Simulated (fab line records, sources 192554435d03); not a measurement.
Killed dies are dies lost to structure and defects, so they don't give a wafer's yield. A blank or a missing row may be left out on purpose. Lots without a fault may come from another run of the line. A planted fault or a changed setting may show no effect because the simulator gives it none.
fab line records | flow n5_finfet
record lots=23 wafers=69 last_day=17
route steps=1938 shown BEOL_M11@1556 BEOL_M12@1622 BEOL_M13@1669
lots that met no fault: from a run of the same line without faults
start_h: hours from the record's first day to the start of the lot's first wafer shown | wait_h: hours since the lot's step before | " the same as in the row above | L1.1+2: a row that stands for several wafers | - no value, or no start given | * or withheld: withheld | < > ~ a bound
route shown NAME@n: a module of which the file shows steps, and the number in the route of the first | usual: mean/standard deviation of fault-free wafers | same: alike in all rows | chamber/n: place in a boat | sites: the reading at each site | _std_site: their standard deviation | _edge_site: outer sites' mean less inner sites' | radius_mm: how far each site lies from the wafer's centre | mask NAME#n: copy n | behind: the tool/chamber that last shaped the wafer | hold: why the lot was held/for how many hours/how that ended | device: the transistor (n, p or np) that didn't switch | end of line: the same wafers' tests at the end of the route | a step without rows: its recipe alone | killed: dies lost to structure and defects at the first sort, not the wafer's yield | map: a wafer's dies, x killed, . not, _ none there
set.NAME: the setting as run; set.NAME@STEP: as run at that earlier step | model.NAME: the simulator's own value behind a step, which no gauge read
steps of the route over a sample of lots; a table a step, a row a wafer
services: from which hour (start_h, from the record's first day; less than 0 if before it) a tool's chamber was out of use, for how many hours, and why
## steps
# step N5_BEOL_M11_STRIP_67
# recipe chemistry=CF4 resist=SiARC power_w=300 bias_power_w=75 pressure_mtorr=50 cf4_flow_sccm=150 rf_frequency_hz=6e+07
# usual bias_power_w=75.00/0.22 chamber_pressure_mTorr=50.00/0.049 drypump_motor_current_A=5.84/0.22 oes_product_au=0.79/0.089 rf_vpp_V=271.0/1.8 showerhead_plenum_p_Torr=1.79/0.069 throttle_valve_pct=13.62/0.28
# columns lot.wafer tool chamber start_h wait_h bias_power_w chamber_pressure_mTorr drypump_motor_current_A oes_product_au rf_hours_counter_h rf_vpp_V showerhead_plenum_p_Torr throttle_valve_pct
L074.1 rie_diel-03 0 212.20 0.0 75.04 50.01 6.26 0.71 190 271.1 1.78 13.84
L074.4 " 3 " " 74.70 49.99 5.75 0.96 5 273.8 1.89 13.14
L074.6 " 3 " " 75.01 49.95 5.76 0.96 - 272.6 1.89 13.16
L075.1 rie_diel-04 1 221.87 0.0 74.98 50.07 5.98 0.83 90 269.1 1.74 13.31
L075.2 " 0 " " 75.30 49.97 5.52 0.71 199 268.2 1.72 13.71
L075.4 " 3 " " 74.84 50.01 6.21 0.74 187 270.1 1.79 13.90
L078.1 rie_diel-05 2 236.84 0.0 74.93 50.01 5.82 0.84 75 272.3 1.89 13.63
L078.3 " 3 " " 75.11 50.07 5.98 0.73 170 268.8 1.71 13.78
L078.5 " 0 " " 74.59 49.89 5.80 0.68 - 269.4 1.77 14.07
L077.2 rie_diel-05 0 237.61 0.0 75.30 50.01 5.80 0.68 245 270.8 1.77 14.08
L077.3 " 1 " " 75.26 50.07 5.68 0.99 1 271.2 1.77 13.17
L077.4 " 2 " " 75.32 50.05 5.82 0.84 76 273.2 1.89 13.60
L076.1 rie_diel-05 3 240.96 0.0 75.14 49.98 5.99 0.73 172 270.0 1.71 13.79
L076.3 " 1 " " 74.89 49.99 5.66 0.98 3 270.2 1.77 13.17
L076.5 " 1 " " 75.26 50.04 5.66 0.98 - 269.1 1.77 13.20
L079.1 rie_diel-04 0 241.56 0.0 75.22 50.03 5.49 0.71 205 269.4 1.72 13.74
L079.2 " 3 " " 74.78 49.95 6.22 0.74 193 269.4 1.79 13.93
L079.4 " 2 " " 74.68 49.92 5.62 0.90 15 272.1 1.90 13.22
L080.2 rie_diel-05 3 251.68 0.0 75.05 49.92 5.98 0.73 176 271.5 1.71 13.79
L080.4 " 3 " " 75.03 50.04 5.99 0.73 - 268.3 1.71 13.79
L080.5 " 2 " " 75.28 49.98 5.82 0.83 - 273.8 1.88 13.63
L081.1 rie_diel-05 2 257.15 0.0 74.78 49.98 5.81 0.83 83 273.8 1.88 13.63
L081.5 " 3 " " 74.76 50.00 5.98 0.73 - 270.5 1.71 13.80
L081.6 " 2 " " 74.75 49.97 5.80 0.83 - 274.0 1.88 13.64
L083.2 rie_diel-03 3 261.19 0.0 75.22 49.99 5.82 0.91 21 275.1 1.89 13.21
L083.4 " 1 " " 75.12 49.93 5.59 0.73 199 268.5 1.73 13.83
L083.6 " 0 " " 74.94 49.99 6.26 0.71 - 269.9 1.77 13.89
L082.1 rie_diel-04 1 268.64 0.0 75.21 49.91 6.00 0.81 105 269.0 1.73 13.34
L082.4 " 2 " " 75.14 50.00 5.59 0.88 25 274.0 1.90 13.25
L082.6 " 2 " " 74.79 50.02 5.61 0.88 - 273.6 1.90 13.23
L084.1 rie_diel-04 3 272.60 0.0 75.22 50.02 6.19 0.72 204 270.1 1.78 13.96
L084.2 " 2 " " 75.05 49.99 5.60 0.86 26 273.1 1.90 13.24
L084.3 " 0 " " 75.12 50.09 5.54 0.71 208 270.3 1.72 13.75
L085.2 rie_diel-05 3 291.23 0.0 74.97 50.02 5.99 0.72 187 268.6 1.70 13.83
L085.3 " 0 " " 75.12 50.00 5.80 0.93 8 270.3 1.76 13.52
L085.6 " 2 " " 74.49 49.98 5.85 0.82 - 272.0 1.88 13.66
L087.1 rie_diel-04 3 299.60 0.0 74.73 50.03 6.20 0.72 212 271.8 1.78 13.98
L087.2 " 0 " " 74.84 50.03 5.56 0.71 216 269.5 1.72 13.76
L087.5 " 2 " " 75.04 50.09 5.60 0.86 - 273.6 1.90 13.27
L089.1 rie_diel-03 0 301.78 0.0 74.65 50.01 6.27 0.70 220 270.2 1.77 13.93
L089.3 " 2 " " 74.97 49.91 5.69 0.73 193 272.5 1.85 13.82
L089.4 " 1 " " 74.78 50.00 5.58 0.72 213 269.9 1.73 13.89
L086.3 rie_diel-05 2 302.13 0.0 75.04 50.01 5.81 0.81 97 271.2 1.88 13.66
L086.4 " 1 " " 74.81 50.04 5.67 0.92 21 270.4 1.77 13.22
L086.6 " 2 " " 74.58 50.10 5.81 0.82 - 273.7 1.88 13.66
L090.2 rie_diel-04 0 321.77 0.0 74.96 50.04 5.54 0.71 223 268.8 1.72 13.80
L090.5 " 2 " " 75.16 49.92 5.64 0.85 - 273.9 1.90 13.28
L090.6 " 3 " " 74.95 50.08 6.20 0.72 - 269.9 1.78 13.97
L091.1 rie_diel-03 0 337.92 0.0 75.33 50.10 6.29 0.68 231 270.8 1.77 13.95
L091.4 " 1 " " 75.24 49.96 5.56 0.72 222 269.1 1.72 13.91
L091.5 " 3 " " 74.60 49.93 5.80 0.87 - 272.6 1.88 13.25
L093.1 rie_diel-05 0 340.41 0.0 74.72 49.96 5.82 0.89 20 272.0 1.76 13.55
L093.3 " 3 " " 75.02 50.04 6.03 0.71 199 268.8 1.70 13.85
L093.4 " 1 " " 75.25 50.05 5.66 0.89 30 271.3 1.76 13.25
L092.1 rie_diel-03 1 343.78 0.0 74.95 50.07 5.55 0.71 224 268.1 1.72 13.90
L092.2 " 3 " " 75.05 50.05 5.81 0.87 47 274.2 1.88 13.25
L092.5 " 1 " " 74.68 50.03 5.60 0.71 - 268.5 1.72 13.90
L095.1 rie_diel-05 3 348.00 0.0 75.29 50.03 6.01 0.71 201 269.6 1.70 13.86
L095.2 " 1 " " 74.77 50.02 5.65 0.90 32 271.0 1.76 13.23
L095.3 " 2 " " 75.02 50.05 5.82 0.81 108 273.7 1.88 13.69
L094.2 rie_diel-05 1 350.41 0.0 74.98 50.03 5.65 0.90 34 270.9 1.76 13.24
L094.3 " 2 " " 74.95 50.10 5.81 0.80 109 272.8 1.88 13.70
L094.6 " 3 " " 74.80 49.94 5.99 0.71 - 268.5 1.70 13.84
L096.1 rie_diel-05 3 354.64 0.0 75.06 50.01 6.01 0.70 205 270.2 1.70 13.85
L096.4 " 1 " " 74.94 49.96 5.67 0.90 36 270.7 1.76 13.25
L096.5 " 2 " " 74.95 50.05 5.82 0.80 - 271.3 1.88 13.71
L097.2 rie_diel-05 0 363.28 0.0 74.84 50.04 5.81 0.89 25 272.0 1.76 13.57
L097.4 " 1 " " 74.73 49.99 5.67 0.89 39 269.8 1.76 13.26
L097.5 " 2 " " 75.22 50.10 5.82 0.79 - 272.6 1.88 13.70
# step N5_BEOL_M11_OVL_MEAS_29
# recipe points_per_wafer=44
# usual V10_OVL=-0.4/0.71
# columns lot.wafer tool chamber start_h wait_h V10_OVL[nm]
L074.1 overlay-01 0 213.39 0.0 -0.7
L074.4 " 0 " " -0.7
L074.6 " 0 " " -0.2
L075.1 overlay-01 0 222.51 0.0 -1.4
L075.2 " 0 " " -1.4
L075.4 " 0 " " -0.6
L078.1 overlay-01 0 239.06 0.0 -0.2
L078.3 " 0 " " -0.6
L078.5 " 0 " " -0.3
L077.2 overlay-01 0 239.23 0.0 0.7
L077.3 " 0 " " 0.7
L077.4 " 0 " " -0.1
L076.1 overlay-02 0 241.81 0.0 1.0
L076.3 " 0 " " 0.1
L076.5 " 0 " " 0.2
L079.1 overlay-02 0 242.22 0.0 -0.5
L079.2 " 0 " " -0.9
L079.4 " 0 " " -1.3
L080.2 overlay-02 0 253.38 0.0 -2.2
L080.4 " 0 " " -1.1
L080.5 " 0 " " -1.8
L081.1 overlay-02 0 259.81 0.0 0.0
L081.5 " 0 " " -0.8
L081.6 " 0 " " -0.3
L083.2 overlay-02 0 261.86 0.0 -0.7
L083.4 " 0 " " -0.4
L083.6 " 0 " " 0.3
L082.1 overlay-02 0 270.07 0.0 -0.3
L082.4 " 0 " " 0.2
L082.6 " 0 " " -0.1
L084.1 overlay-02 0 274.18 0.0 0.3
L084.2 " 0 " " -0.2
L084.3 " 0 " " -1.7
L085.2 overlay-02 0 294.61 0.0 -0.7
L085.3 " 0 " " -0.6
L085.6 " 0 " " -0.1
L087.1 overlay-02 0 300.65 0.0 0.0
L087.2 " 0 " " 0.7
L087.5 " 0 " " 0.1
L089.1 overlay-01 0 309.39 0.0 0.5
L089.3 " 0 " " -0.5
L089.4 " 0 " " -0.1
L086.3 overlay-02 0 309.95 0.0 -1.2
L086.4 " 0 " " -0.1
L086.6 " 0 " " -1.2
L090.2 overlay-01 0 326.88 0.0 -0.7
L090.5 " 0 " " -0.9
L090.6 " 0 " " -1.7
L091.1 overlay-02 0 338.71 0.0 -1.1
L091.4 " 0 " " -2.7
L091.5 " 0 " " -1.5
L093.1 overlay-02 0 341.16 0.0 -0.7
L093.3 " 0 " " 0.2
L093.4 " 0 " " 0.3
L092.1 overlay-02 0 344.48 0.0 -0.7
L092.2 " 0 " " 0.5
L092.5 " 0 " " -1.2
L095.1 overlay-02 0 348.87 0.0 -0.3
L095.2 " 0 " " -0.1
L095.3 " 0 " " -0.1
L094.2 overlay-02 0 351.22 0.0 -0.8
L094.3 " 0 " " -1.0
L094.6 " 0 " " -1.1
L096.1 overlay-02 0 355.31 0.0 -0.6
L096.4 " 0 " " -0.9
L096.5 " 0 " " 0.1
L097.2 overlay-02 0 364.94 0.0 -1.1
L097.4 " 0 " " -1.0
L097.5 " 0 " " -0.5
# step N5_BEOL_M11_ETCH_66
# recipe chemistry=N2/H2 target=SOC target_depth_a=1200 overetch_a=240 mask_material=SiARC temp_c=40 time_s=180 ion_energy_ev=200 pressure_mtorr=30 source_w=840 bias_w=150 n2_flow_sccm=200 h2_flow_sccm=200
# usual chamber_pressure_mTorr=29.996/0.027 drypump_motor_current_A=5.86/0.22 h2_flow_sccm=200.0/0.63 oes_product_au=0.64/0.067 rf_vpp_V=524/3.1 showerhead_plenum_p_Torr=2.54/0.1 throttle_valve_pct=17.90/0.25
# columns lot.wafer tool chamber start_h wait_h chamber_pressure_mTorr drypump_motor_current_A h2_flow_sccm oes_product_au rf_hours_counter_h rf_vpp_V showerhead_plenum_p_Torr throttle_valve_pct
L074.1 rie_diel-05 0 213.65 0.0 29.999 5.80 199.9 0.56 236 524 2.51 18.24
L074.4 " 3 " " 30.030 6.02 201.0 0.60 - 522 2.43 17.87
L074.6 " 0 " " 29.966 5.81 200.2 0.56 - 523 2.51 18.24
L075.1 rie_diel-05 2 222.65 0.0 29.985 5.82 200.0 0.69 70 529 2.69 18.00
L075.2 " 3 " " 30.002 6.00 199.0 0.59 165 521 2.43 17.88
L075.4 " 3 " " 29.980 6.00 199.7 0.60 - 521 2.43 17.89
L078.1 rie_diel-03 0 239.66 0.0 29.979 6.32 198.7 0.57 198 523 2.52 18.16
L078.3 " 1 " " 29.959 5.57 199.0 0.58 192 520 2.43 18.14
L078.5 " 1 " " 30.007 5.61 200.4 0.60 - 519 2.43 18.15
L077.2 rie_diel-03 0 240.12 0.0 29.977 6.29 200.3 0.58 198 524 2.52 18.16
L077.3 " 1 " " 30.034 5.57 199.7 0.59 192 521 2.43 18.16
L077.4 " 3 " " 30.010 5.76 199.4 0.75 14 530 2.70 17.49
L076.1 rie_diel-03 3 241.95 0.0 29.963 5.82 200.7 0.75 15 528 2.70 17.48
L076.3 " 0 " " 29.951 6.27 199.7 0.58 199 522 2.52 18.14
L076.5 " 1 " " 29.990 5.59 199.8 0.59 - 520 2.43 18.17
L079.1 rie_diel-04 0 242.42 0.0 30.021 5.56 201.2 0.58 205 519 2.41 17.93
L079.2 " 1 " " 30.020 6.01 199.9 0.67 96 522 2.47 17.67
L079.4 " 2 " " 30.012 5.66 202.3 0.72 15 528 2.70 17.45
L080.2 rie_diel-03 1 253.52 0.0 30.028 5.56 201.0 0.60 197 520 2.43 18.16
L080.4 " 3 " " 30.016 5.77 200.2 0.75 19 529 2.70 17.48
L080.5 " 3 " " 29.983 5.79 199.9 0.75 - 528 2.70 17.48
L081.1 rie_diel-05 2 260.25 0.0 29.955 5.82 199.8 0.67 84 526 2.69 18.01
L081.5 " 2 " " 30.005 5.80 200.1 0.67 - 527 2.69 18.01
L081.6 " 3 " " 30.053 6.00 199.9 0.59 - 519 2.42 17.91
L083.2 rie_diel-04 1 262.00 0.0 29.997 6.02 200.3 0.66 102 522 2.47 17.68
L083.4 " 3 " " 29.934 6.23 200.6 0.59 - 523 2.53 18.18
L083.6 " 1 " " 30.006 6.02 200.2 0.67 - 522 2.47 17.69
L082.1 rie_diel-05 1 270.22 0.0 29.993 5.67 201.3 0.76 14 523 2.50 17.56
L082.4 " 0 " " 30.007 5.82 199.8 0.78 2 521 2.50 17.85
L082.6 " 3 " " 30.000 6.00 200.1 0.59 - 522 2.42 17.90
L084.1 rie_diel-04 0 274.32 0.0 29.986 5.55 198.8 0.58 209 519 2.40 17.94
L084.2 " 1 " " 29.937 6.01 200.5 0.65 107 523 2.47 17.70
L084.3 " 2 " " 30.000 5.63 199.3 0.70 26 529 2.70 17.45
L085.2 rie_diel-05 2 294.75 0.0 30.005 5.81 199.8 0.67 95 529 2.68 18.04
L085.3 " 3 " " 30.025 6.01 200.2 0.58 188 522 2.42 17.93
L085.6 " 0 " " 29.999 5.81 199.9 0.75 - 522 2.50 17.85
L087.1 rie_diel-03 0 300.79 0.0 30.038 6.30 199.9 0.57 219 523 2.51 18.20
L087.2 " 2 " " 29.965 5.69 199.9 0.59 192 527 2.61 17.91
L087.5 " 3 " " 29.982 5.81 199.5 0.73 - 528 2.70 17.51
L089.1 rie_diel-03 2 309.90 0.0 30.005 5.70 200.0 0.59 194 525 2.61 17.95
L089.3 " 1 " " 30.004 5.57 198.4 0.58 215 520 2.43 18.19
L089.4 " 0 " " 29.958 6.29 200.8 0.57 222 522 2.51 18.20
L086.3 rie_diel-05 0 310.39 0.0 29.963 5.82 199.8 0.73 13 522 2.49 17.86
L086.4 " 3 " " 29.961 6.01 199.7 0.58 191 522 2.42 17.93
L086.6 " 3 " " 30.007 6.01 199.7 0.58 - 521 2.42 17.93
L090.2 rie_diel-05 0 327.49 0.0 29.990 5.83 199.0 0.73 16 523 2.49 17.87
L090.5 " 1 " " 29.975 5.70 200.7 0.74 - 522 2.49 17.58
L090.6 " 0 " " 29.977 5.84 200.5 0.72 - 522 2.49 17.86
L091.1 rie_diel-05 2 339.30 0.0 30.001 5.83 199.6 0.66 105 527 2.68 18.06
L091.4 " 1 " " 30.005 5.67 200.6 0.73 29 522 2.49 17.60
L091.5 " 3 " " 29.950 6.02 201.2 0.57 - 520 2.41 17.94
L093.1 rie_diel-03 0 341.56 0.0 30.012 6.27 200.5 0.56 232 524 2.51 18.20
L093.3 " 3 " " 29.973 5.78 199.6 0.71 47 527 2.69 17.53
L093.4 " 2 " " 29.982 5.72 199.9 0.58 204 526 2.61 17.95
L092.1 rie_diel-05 1 344.62 0.0 29.995 5.68 199.2 0.73 31 524 2.49 17.60
L092.2 " 2 " " 30.005 5.83 200.2 0.65 107 527 2.68 18.06
L092.5 " 1 " " 29.928 5.68 199.7 0.73 - 522 2.49 17.59
L095.1 rie_diel-04 3 349.02 0.0 30.003 6.21 200.3 0.57 227 523 2.52 18.23
L095.2 " 1 " " 30.007 6.03 199.4 0.64 124 522 2.46 17.71
L095.3 " 2 " " 30.006 5.66 199.7 0.68 49 528 2.69 17.50
L094.2 rie_diel-04 1 351.37 0.0 29.944 6.01 199.4 0.64 125 521 2.46 17.71
L094.3 " 3 " " 29.981 6.24 200.2 0.57 228 524 2.52 18.22
L094.6 " 3 " " 29.994 6.21 199.6 0.57 - 523 2.52 18.22
L096.1 rie_diel-03 0 355.74 0.0 30.015 6.27 199.6 0.56 236 523 2.50 18.22
L096.4 " 2 " " 30.017 5.73 201.2 0.57 208 526 2.61 17.95
L096.5 " 2 " " 29.994 5.74 200.8 0.58 - 526 2.61 17.96
L097.2 rie_diel-03 0 365.08 0.0 29.989 6.28 200.0 0.56 238 524 2.50 18.23
L097.4 " 2 " " 29.994 5.68 200.0 0.58 210 526 2.61 17.97
L097.5 " 0 " " 29.989 6.30 200.8 0.55 - 523 2.50 18.22
# step N5_BEOL_M11_VIA_ETCH_34
# recipe chemistry=C4F6/O2 target=SiCOH_lowk target_depth_a=1845 mask_material=SOC taper_deg=4 time_s=69.2 ion_energy_ev=250 pressure_mtorr=30 source_w=345 bias_w=185 Ar_flow_sccm=300 C4F6_flow_sccm=10 O2_flow_sccm=10
# usual chamber_pressure_mTorr=30.001/0.029 drypump_motor_current_A=5.85/0.22 oes_product_au=0.79/0.086 rf_vpp_V=662/13 showerhead_plenum_p_Torr=2.86/0.11 throttle_valve_pct=21.02/0.22
# columns lot.wafer tool chamber start_h wait_h chamber_pressure_mTorr drypump_motor_current_A oes_product_au rf_hours_counter_h rf_vpp_V showerhead_plenum_p_Torr throttle_valve_pct
L074.1 rie_diel-05 0 213.77 0.0 29.964 5.81 0.69 236 658 2.81 21.33
L074.4 " 3 " " 29.947 6.01 0.73 - 660 2.75 21.20
L074.6 " 0 " " 29.974 5.81 0.68 - 658 2.81 21.35
L075.1 rie_diel-05 2 222.78 0.0 30.051 5.80 0.86 70 641 3.02 21.16
L075.2 " 3 " " 29.994 6.01 0.74 165 659 2.75 21.19
L075.4 " 3 " " 29.963 5.99 0.73 - 660 2.75 21.21
L078.1 rie_diel-03 0 239.78 0.0 30.052 6.28 0.72 198 682 2.82 21.18
L078.3 " 1 " " 29.964 5.58 0.74 192 655 2.73 21.06
L078.5 " 1 " " 29.974 5.57 0.74 - 658 2.73 21.08
L077.2 rie_diel-03 0 240.25 0.0 30.049 6.30 0.72 198 682 2.82 21.16
L077.3 " 1 " " 30.006 5.57 0.74 192 655 2.73 21.08
L077.4 " 3 " " 29.976 5.83 0.95 14 681 3.04 20.67
L076.1 rie_diel-03 3 242.07 0.0 30.015 5.78 0.93 15 683 3.04 20.68
L076.3 " 0 " " 30.018 6.27 0.72 199 681 2.82 21.18
L076.5 " 1 " " 30.017 5.61 0.73 - 655 2.73 21.09
L079.1 rie_diel-04 0 242.54 0.0 30.009 5.56 0.71 205 659 2.72 21.06
L079.2 " 1 " " 30.023 6.02 0.82 96 656 2.77 20.71
L079.4 " 2 " " 30.030 5.60 0.89 15 656 3.04 20.70
L080.2 rie_diel-03 1 253.65 0.0 29.997 5.54 0.73 197 656 2.73 21.07
L080.4 " 3 " " 30.000 5.79 0.92 19 683 3.04 20.68
L080.5 " 3 " " 29.993 5.79 0.92 - 683 3.04 20.68
L081.1 rie_diel-05 2 260.37 0.0 29.975 5.82 0.84 84 642 3.02 21.18
L081.5 " 2 " " 30.045 5.82 0.83 - 642 3.02 21.17
L081.6 " 3 " " 29.970 6.00 0.72 - 659 2.74 21.24
L083.2 rie_diel-04 1 262.13 0.0 29.995 6.01 0.82 102 656 2.77 20.71
L083.4 " 3 " " 29.993 6.22 0.73 - 660 2.83 21.25
L083.6 " 1 " " 29.998 6.04 0.82 - 655 2.77 20.71
L082.1 rie_diel-05 1 270.34 0.0 29.967 5.68 0.94 14 649 2.81 20.67
L082.4 " 0 " " 30.052 5.82 0.96 2 658 2.80 21.00
L082.6 " 3 " " 30.005 5.98 0.73 - 660 2.74 21.23
L084.1 rie_diel-04 0 274.45 0.0 29.998 5.56 0.71 209 659 2.72 21.04
L084.2 " 1 " " 29.976 6.04 0.80 107 654 2.76 20.70
L084.3 " 2 " " 29.992 5.61 0.85 26 657 3.03 20.72
L085.2 rie_diel-05 2 294.88 0.0 29.997 5.82 0.83 95 641 3.01 21.20
L085.3 " 3 " " 30.043 5.99 0.71 188 658 2.74 21.24
L085.6 " 0 " " 29.982 5.82 0.94 - 658 2.80 21.01
L087.1 rie_diel-03 0 300.91 0.0 30.016 6.27 0.70 219 680 2.81 21.21
L087.2 " 2 " " 30.015 5.72 0.73 192 685 2.92 20.99
L087.5 " 3 " " 29.988 5.80 0.91 - 682 3.03 20.70
L089.1 rie_diel-03 2 310.03 0.0 30.002 5.69 0.74 194 683 2.92 20.98
L089.3 " 1 " " 29.962 5.56 0.71 215 656 2.72 21.09
L089.4 " 0 " " 30.011 6.26 0.71 222 682 2.81 21.22
L086.3 rie_diel-05 0 310.51 0.0 29.974 5.80 0.92 13 659 2.80 21.02
L086.4 " 3 " " 30.010 5.99 0.71 191 660 2.74 21.25
L086.6 " 3 " " 29.993 6.00 0.72 - 660 2.74 21.24
L090.2 rie_diel-05 0 327.61 0.0 30.004 5.83 0.92 17 658 2.80 21.03
L090.5 " 1 " " 30.034 5.68 0.92 - 649 2.81 20.70
L090.6 " 0 " " 30.033 5.82 0.92 - 658 2.80 21.01
L091.1 rie_diel-05 2 339.42 0.0 30.021 5.82 0.81 105 641 3.01 21.21
L091.4 " 1 " " 29.964 5.69 0.90 29 650 2.80 20.70
L091.5 " 3 " " 30.005 6.01 0.71 - 660 2.73 21.25
L093.1 rie_diel-03 0 341.69 0.0 29.962 6.25 0.69 232 683 2.80 21.23
L093.3 " 3 " " 30.011 5.79 0.88 47 681 3.02 20.73
L093.4 " 2 " " 29.998 5.71 0.71 204 683 2.92 20.98
L092.1 rie_diel-05 1 344.75 0.0 30.010 5.68 0.90 31 651 2.80 20.70
L092.2 " 2 " " 30.023 5.82 0.80 107 643 3.01 21.20
L092.5 " 1 " " 29.979 5.67 0.90 - 649 2.80 20.69
L095.1 rie_diel-04 3 349.14 0.0 29.994 6.22 0.70 227 660 2.82 21.32
L095.2 " 1 " " 30.011 6.01 0.81 124 654 2.76 20.74
L095.3 " 2 " " 30.054 5.61 0.82 49 657 3.02 20.76
L094.2 rie_diel-04 1 351.49 0.0 30.044 6.01 0.80 125 656 2.76 20.75
L094.3 " 3 " " 29.976 6.20 0.69 228 661 2.82 21.29
L094.6 " 3 " " 30.037 6.19 0.70 - 661 2.82 21.31
L096.1 rie_diel-03 0 355.86 0.0 29.984 6.28 0.69 236 682 2.80 21.23
L096.4 " 2 " " 30.006 5.72 0.71 208 681 2.91 21.00
L096.5 " 2 " " 29.968 5.72 0.72 - 683 2.91 20.99
L097.2 rie_diel-03 0 365.21 0.0 30.013 6.28 0.69 238 681 2.80 21.24
L097.4 " 2 " " 30.041 5.69 0.71 210 684 2.91 21.00
L097.5 " 0 " " 30.048 6.26 0.68 - 681 2.80 21.24
# step N5_BEOL_M12_CD_MEAS_17
# recipe target_cd_nm=140 polarity=opening
# usual cd_nm=141.9/2.2
# columns lot.wafer tool chamber start_h wait_h cd_nm
L074.1 cd_sem-01 - 219.53 0.0 144.9
L074.4 " - " " 144.4
L074.6 " - " " 143.7
L075.1 cd_sem-02 - 229.82 0.0 141.0
L075.2 " - " " 138.2
L075.4 " - " " 138.1
L078.1 cd_sem-02 - 244.55 0.0 145.4
L078.3 " - " " 144.6
L078.5 " - " " 144.1
L077.2 cd_sem-02 - 245.03 0.0 140.1
L077.3 " - " " 141.6
L077.4 " - " " 140.7
L076.1 cd_sem-02 - 247.36 0.0 145.2
L076.3 " - " " 141.7
L076.5 " - " " 140.2
L079.1 cd_sem-01 - 247.63 0.0 143.0
L079.2 " - " " 140.7
L079.4 " - " " 145.7
L080.2 cd_sem-02 - 258.35 0.0 142.2
L080.4 " - " " 144.7
L080.5 " - " " 141.4
L081.1 cd_sem-01 - 265.61 0.0 143.0
L081.5 " - " " 141.3
L081.6 " - " " 141.9
L083.2 cd_sem-02 - 266.14 0.0 138.9
L083.4 " - " " 140.0
L083.6 " - " " 141.0
L082.1 cd_sem-02 - 274.97 0.0 139.6
L082.4 " - " " 141.5
L082.6 " - " " 140.8
L084.1 cd_sem-01 - 278.41 0.0 144.3
L084.2 " - " " 144.4
L084.3 " - " " 140.9
L085.2 cd_sem-02 - 298.48 0.0 144.4
L085.3 " - " " 143.0
L085.6 " - " " 141.4
L087.1 cd_sem-03 - 304.56 0.0 141.6
L087.2 " - " " 140.4
L087.5 " - " " 143.7
L089.1 cd_sem-02 - 314.89 0.0 143.9
L089.3 " - " " 143.8
L089.4 " - " " 144.3
L086.3 cd_sem-02 - 315.16 0.0 139.4
L086.4 " - " " 141.7
L086.6 " - " " 138.6
L090.2 cd_sem-03 - 332.55 0.0 141.2
L090.5 " - " " 142.7
L090.6 " - " " 141.9
L091.1 cd_sem-01 - 343.68 0.0 144.2
L091.4 " - " " 145.0
L091.5 " - " " 140.5
L093.1 cd_sem-03 - 346.16 0.0 140.7
L093.3 " - " " 139.7
L093.4 " - " " 137.5
L092.1 cd_sem-01 - 348.67 0.0 142.2
L092.2 " - " " 140.2
L092.5 " - " " 143.3
L095.1 cd_sem-01 - 352.92 0.0 139.2
L095.2 " - " " 141.8
L095.3 " - " " 138.9
L094.2 cd_sem-01 - 355.13 0.0 140.0
L094.3 " - " " 141.9
L094.6 " - " " 142.2
L096.1 cd_sem-01 - 361.07 0.0 142.6
L096.4 " - " " 144.9
L096.5 " - " " 145.6
L097.2 cd_sem-02 - 369.22 0.0 141.9
L097.4 " - " " 138.0
L097.5 " - " " 139.2
# step N5_BEOL_M13_CD_MEAS_10
# recipe target_cd_nm=190 landing_energy_ev=500 detector=se_inlens polarity=opening
# usual cd_nm=191.6/1.3
# columns lot.wafer tool chamber start_h wait_h cd_nm
L074.1 cd_sem-02 0 224.44 - 189.0
L074.4 " 0 " " 190.2
L074.6 " 0 " " 188.3
L075.1 cd_sem-01 0 235.18 - 190.0
L075.2 " 0 " " 190.6
L075.4 " 0 " " 189.5
L078.1 cd_sem-01 0 248.64 - 193.1
L078.3 " 0 " " 191.3
L078.5 " 0 " " 193.5
L077.2 cd_sem-01 0 249.68 - 191.2
L077.3 " 0 " " 191.0
L077.4 " 0 " " 192.0
L076.1 cd_sem-02 0 250.53 - 190.8
L076.3 " 0 " " 191.7
L076.5 " 0 " " 191.5
L079.1 cd_sem-02 0 254.73 - 192.5
L079.2 " 0 " " 192.1
L079.4 " 0 " " 192.9
L080.2 cd_sem-02 0 262.66 - 190.7
L080.4 " 0 " " 188.5
L080.5 " 0 " " 189.9
L081.1 cd_sem-02 0 270.21 - 190.1
L081.5 " 0 " " 191.6
L081.6 " 0 " " 191.6
L083.2 cd_sem-02 0 271.03 - 193.1
L083.4 " 0 " " 192.6
L083.6 " 0 " " 191.0
L082.1 cd_sem-01 0 278.56 - 193.8
L082.4 " 0 " " 192.0
L082.6 " 0 " " 192.7
L084.1 cd_sem-02 0 283.66 - 189.7
L084.2 " 0 " " 190.8
L084.3 " 0 " " 191.5
L085.2 cd_sem-02 0 302.41 - 192.3
L085.3 " 0 " " 191.6
L085.6 " 0 " " 191.9
L087.1 cd_sem-01 0 310.86 - 190.8
L087.2 " 0 " " 191.6
L087.5 " 0 " " 191.8
L089.1 cd_sem-02 0 318.97 - 191.0
L089.3 " 0 " " 194.2
L089.4 " 0 " " 192.5
L086.3 cd_sem-02 0 319.85 - 193.4
L086.4 " 0 " " 191.8
L086.6 " 0 " " 194.3
L090.2 cd_sem-02 0 337.75 - 192.3
L090.5 " 0 " " 190.4
L090.6 " 0 " " 191.1
L091.1 cd_sem-03 0 347.47 - 191.4
L091.4 " 0 " " 191.2
L091.5 " 0 " " 192.4
L093.1 cd_sem-01 0 351.43 - 192.3
L093.3 " 0 " " 190.4
L093.4 " 0 " " 190.6
L092.1 cd_sem-01 0 353.60 - 191.7
L092.2 " 0 " " 190.7
L092.5 " 0 " " 192.7
L095.1 cd_sem-03 0 357.20 - 192.1
L095.2 " 0 " " 191.5
L095.3 " 0 " " 194.5
L094.2 cd_sem-01 0 359.48 - 193.2
L094.3 " 0 " " 192.7
L094.6 " 0 " " 193.6
L096.1 cd_sem-02 0 366.85 - 192.8
L096.4 " 0 " " 192.2
L096.5 " 0 " " 191.4
L097.2 cd_sem-03 0 373.26 - 191.7
L097.4 " 0 " " 191.3
L097.5 " 0 " " 190.8
## services
# columns tool chamber start_h hours kind
rie_diel-05 1 210.42 - clean
rie_diel-05 1 210.42 - consumable_replace:focus_ring
rie_diel-05 1 210.42 23.2 scheduled_down
rie_diel-05 1 210.42 23.2 vent_cycle
rie_diel-04 - 234.11 1.7 repair
rie_diel-04 0 248.92 19.3 repair
rie_diel-05 0 250.22 - clean
rie_diel-05 0 250.22 - consumable_replace:focus_ring
rie_diel-05 - 261.73 0.6 repair
rie_diel-05 - 266.08 0.8 repair
rie_diel-04 1 276.61 5.4 repair
rie_diel-04 - 281.45 0.4 repair
rie_diel-04 1 283.72 16.7 repair
rie_diel-05 1 290.76 9.6 repair
rie_diel-03 1 318.53 5.0 repair
rie_diel-04 0 325.47 51.5 repair
rie_diel-04 - 336.74 2.8 pm
rie_diel-05 0 345.20 7.0 repair
## key
fault none
